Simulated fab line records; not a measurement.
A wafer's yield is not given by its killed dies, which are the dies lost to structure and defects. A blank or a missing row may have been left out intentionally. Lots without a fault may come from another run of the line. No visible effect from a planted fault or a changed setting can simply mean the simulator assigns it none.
The tool behind it: which one?	flow n5_finfet	route of 1938 steps, sampled at 1 step: 10 lots, 30 wafers

== WHAT THE GAUGES READ, wafer by wafer ==
N5_BEOL_M8_INSPECT_58: inspects for defects (darkfield).
lot	measured	on	raw_defect_count
L581	day 9 20:32	defect_inspect-02	73 90 71
L580	day 10 00:01	defect_inspect-02	57 141 58
L582	day 10 11:14	defect_inspect-02	52 62 71
L583	day 10 15:25	defect_inspect-02	49 72 47
L589	day 11 21:01	defect_inspect-02	42 101 81
L594	day 14 10:10	defect_inspect-02	65 99 48
L595	day 14 20:02	defect_inspect-02	81 91 73
L597	day 14 20:53	defect_inspect-02	34 95 82
L600	day 15 07:06	defect_inspect-01	90 93 61
L601	day 15 23:26	defect_inspect-01	46 45 47

== EACH LOT AND THE TOOL THAT RAN IT (in order: tool; ch and the chambers of the sampled wafers; start) ==
The record shows no process step preceding these readings.

== AS READ BY THE TOOLS THEMSELVES (means over the sampled wafers that have a number; for cases with no such wafer, the mark the record gives instead) ==
The record holds no such reading with a usual standard deviation.

== THE ANSWER, worked out from the rows above alone ==
Rule: what is usual is taken from the lots themselves. Put in order of their means at a reading, lots are off if they are a third of the lots or fewer, leave a main group of 4 or more, and stand apart from it by a gap of 3 or more times the standard deviation of the main group's means; of several such gaps the widest counts. A main group whose means are all the same, to the digits that the tables above print for the reading, isn't used. Also off: a lot with no number at a reading for which 4 or more lots have one. Any other lot the step has rows for is counted as sound. Order of review: gauges by route order, followed by the tools' own readings, for which a lot's mean as printed above is used. The first step at which some lot is off is used, and at that step the reading that is off furthest; a lot without a number counts as furthest.
None of the lots is off at any reading shown; this tells nothing.

== WHAT WAS PUT IN BY THE SIMULATOR ==
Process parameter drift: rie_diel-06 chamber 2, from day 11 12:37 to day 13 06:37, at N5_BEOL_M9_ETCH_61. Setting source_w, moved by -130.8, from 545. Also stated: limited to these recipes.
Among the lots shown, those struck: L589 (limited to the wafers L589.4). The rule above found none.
